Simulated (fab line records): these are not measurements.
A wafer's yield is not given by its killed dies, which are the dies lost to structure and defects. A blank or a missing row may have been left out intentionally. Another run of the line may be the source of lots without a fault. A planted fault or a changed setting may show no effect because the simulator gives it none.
Lot-split experiment | flow n5Finfet | 21 wafers read across 7 lots, on a route 1938 steps long

## ON THE SPLIT
At N5_BEOL_M13_COAT_66 (time 60 s, resist thk 110 nm), the setting spinRpm was moved away from the recipe's 1500 rpm on 4 of the 21 wafers read, by -11.1% to +9.3%. All remaining wafers had this setting at the recipe value.

## FROM THE SPLIT TO THE READING: what the file shows between them, 4 steps
- N5_BEOL_M13_COAT_22: resist thk 300 nm
- N5_BEOL_M13_EBR_24
- N5_BEOL_M13_DESCUM_33: chemistry O2, time 7.9 s
- N5_BEOL_M13_ETCH_67: etches SiARC in CF4, target depth 143 nm, time 238.3 s

## THE READING
SiARC_of_BEOL_M13_COAT_66.thkNm (the simulator's own value, which no gauge read), in nm, at N5_BEOL_M13_ETCH_68 (etches SOC in N2/H2, time 355 s). The file does not state a usual value for it. The 17 wafers here that ran the recipe average 76.8 nm, standard deviation 0.63 nm.

wafer  | tool, chamber at the split | spinRpm as run, rpm | against the recipe | SiARC_of_BEOL_M13_COAT_66.thkNm, nm | against lot-mates on the recipe
L076.1 | lithoTrack-04, 0           | 1500                | recipe             | 77                                  | -
L076.3 | lithoTrack-04, 0           | 1500                | recipe             | 77                                  | -
L076.6 | lithoTrack-04, 0           | 1544                | +2.9%              | 75.4                                | -1.6
L080.2 | lithoTrack-04, 0           | 1333                | -11.1%             | 84.4                                | +7.4
L080.4 | lithoTrack-04, 0           | 1500                | recipe             | 77.2                                | -
L080.6 | lithoTrack-04, 0           | 1500                | recipe             | 76.8                                | -
L079.2 | lithoTrack-04, 0           | 1610                | +7.3%              | 74.2                                | -2.8
L079.3 | lithoTrack-04, 0           | 1500                | recipe             | 76.6                                | -
L079.5 | lithoTrack-04, 0           | 1500                | recipe             | 77.4                                | -
L084.3 | lithoTrack-01, 0           | 1500                | recipe             | 77.4                                | -
L084.4 | lithoTrack-01, 0           | 1500                | recipe             | 76.2                                | -
L084.6 | lithoTrack-01, 0           | 1500                | recipe             | 75.4                                | -
L088.2 | lithoTrack-04, 0           | 1500                | recipe             | 76.6                                | -
L088.4 | lithoTrack-04, 0           | 1500                | recipe             | 77.6                                | -
L088.6 | lithoTrack-04, 0           | 1500                | recipe             | 76.4                                | -
L094.1 | lithoTrack-04, 0           | 1639                | +9.3%              | 72.4                                | -3.8
L094.3 | lithoTrack-04, 0           | 1500                | recipe             | 76.4                                | -
L094.5 | lithoTrack-04, 0           | 1500                | recipe             | 76                                  | -
L097.1 | lithoTrack-01, 0           | 1500                | recipe             | 77                                  | -
L097.2 | lithoTrack-01, 0           | 1500                | recipe             | 77.4                                | -
L097.6 | lithoTrack-01, 0           | 1500                | recipe             | 78                                  | -

FIT RESULTS
A straight line over all 21 wafers: SiARC_of_BEOL_M13_COAT_66.thkNm changes by -0.553 nm for each +1% of spinRpm; r = -0.94; the points scatter about the line by 0.75 nm.
The same after taking each lot's own level away (the mean of its wafers on the recipe; 21 wafers): -0.53 nm for each +1%; r = -0.95; scatter 0.64 nm.
According to that fit, moving spinRpm by its largest amount changes the reading by 5.9 nm.
Measured against the standard deviation above, the lots' own levels, which go from 76.20 to 77.47 nm, span 2.0 times it.
Consequently the slope shifts little with the lot-to-lot level, the two slopes agreeing.
Check: with one of the wafers moved furthest among these (-11.1%) left out of the fit, the line predicts +4.51 nm for it against its lot-mates. It came out at +7.4 nm against them.

## OTHER SPLITS ON THESE WAFERS
These wafers also went through other splits before the reading. Each is held against what the fit with the lots' levels taken away leaves over:
other split on the same wafers | wafers away from the commonest value | r with SiARC_of_BEOL_M13_COAT_66.thkNm (lot level and that fit taken away)
N5_BEOL_M11_CURE_72 timeS      | 6                                    | -0.17
N5_BEOL_M12_ETCH_68 timeS      | 8                                    | -0.22
N5_BEOL_M13_COAT_65 spinRpm    | 8                                    | -0.24

## THE WHOLE CHAIN: every reading that the file lists as answering this split, in the file's order
step                | what it does                                           | reading                                                                          | change (the file's fit)               | r (the file's)
N5_BEOL_M13_COAT_66 | time 60 s, resist thk 110 nm                           | SiARC_of_BEOL_M13_COAT_66.thkNm (the simulator's own value, which no gauge read) | -0.545 nm for each +1% of the setting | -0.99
N5_BEOL_M13_ETCH_67 | etches SiARC in CF4, target depth 143 nm, time 238.3 s | etch.depthNm (the simulator's own value, which no gauge read)                    | -0.548 nm for each +1% of the setting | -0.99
N5_BEOL_M13_ETCH_67 | etches SiARC in CF4, target depth 143 nm, time 238.3 s | coat_of_BEOL_M13_COAT_22.thkNm (the simulator's own value, which no gauge read)  | +0.419 nm for each +1% of the setting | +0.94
N5_BEOL_M13_ETCH_68 | etches SOC in N2/H2, time 355 s                        | SiARC_of_BEOL_M13_COAT_66.thkNm (the simulator's own value, which no gauge read) | -0.525 nm for each +1% of the setting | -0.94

## FILE'S OWN FIT
SiARC_of_BEOL_M13_COAT_66.thkNm changes by -0.525 nm for each +1% of spinRpm, r = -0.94.
